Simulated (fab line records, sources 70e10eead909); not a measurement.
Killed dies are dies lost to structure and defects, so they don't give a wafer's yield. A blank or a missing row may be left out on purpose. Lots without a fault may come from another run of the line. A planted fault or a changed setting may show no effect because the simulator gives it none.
A struck lot beside a sound one | flow nand_harc | 14 steps out of a route of 1302
Sound: wafers L527.3, L527.4, L527.6. Struck: wafers L521.1, L521.3, L521.5. The cause comes at the end.
At each step with rows: each side's tool, then ch and its chambers, then its first start. Under that, the readings that differ: sound wafers | struck wafers | difference of the means | sigmas: that difference in standard deviations of wafers without a fault.
alike: readings whose means differ by less than 2 such deviations, and words and numbers that are the same on both sides. not compared: withheld readings, readings that some wafer has no value for, bounds like >300 that may hide the same value, and numbers for which the record gives no deviation and whose values overlap.
The two part at a step that has a row with sigmas, a row that says differs or no value, or rows on one side only. Numbers that don't overlap but have no deviation are shown without sigmas and don't part them. A reading that every wafer of one side lacks parts them only if that side has two wafers or more.

first, 7 steps without rows for these wafers: NHARC_P_STI_SRD_35; NHARC_P_STI_ETCH_36 (etches SiO2 in dHF, target depth 38.8 nm); NHARC_P_STI_STRIP_24 (strips Si3N4 in H3PO4); NHARC_P_STI_ETCH_37 (etches SiO2 in dHF, target depth 11 nm); NHARC_P_STI_PRECLEAN_38 (cleans in SC1); NHARC_P_STI_SRD_39; NHARC_P_STI_OXIDE_40 (material SiO2, target thk 10 nm, ox time 1362 s).
NHARC_P_STI_INSPECT_25:
  sound on defect_inspect-02, day 12 07:02; struck on defect_inspect-01, day 10 03:00
  alike: raw_defect_count
then, 3 steps without rows for these wafers: NHARC_P_GATE_ETCH_69 (etches SiO2 in dHF, target depth 14 nm); NHARC_P_GATE_PRECLEAN_70 (cleans in SC1); NHARC_P_GATE_SRD_01.
NHARC_P_GATE_OXIDE_02: material SiO2, target thk 37.5 nm, ox time 365 s.
  sound on furnace-07 ch 0, day 12 15:05; struck on furnace-07 ch 0, day 10 10:59
  alike: zone_power_bottom_pct, zone_power_top_pct
then, 1 step without rows for these wafers: NHARC_P_GATE_DEHYDRATE_03 (time 120 s).
-- the record jumps here: 19 days lie between the struck wafers' starts before and after (it left off in module P_GATE and takes up again in module END, whose first step shown is number 1302 of the route) --
NHARC_END_SORT_01:
  the record has rows for the struck wafers here (prober-01 ch 0, day 29 22:14) and none for the sound ones

WHERE THEY PART
Only at NHARC_END_SORT_01, within this record.

WHY: what the simulator had put in
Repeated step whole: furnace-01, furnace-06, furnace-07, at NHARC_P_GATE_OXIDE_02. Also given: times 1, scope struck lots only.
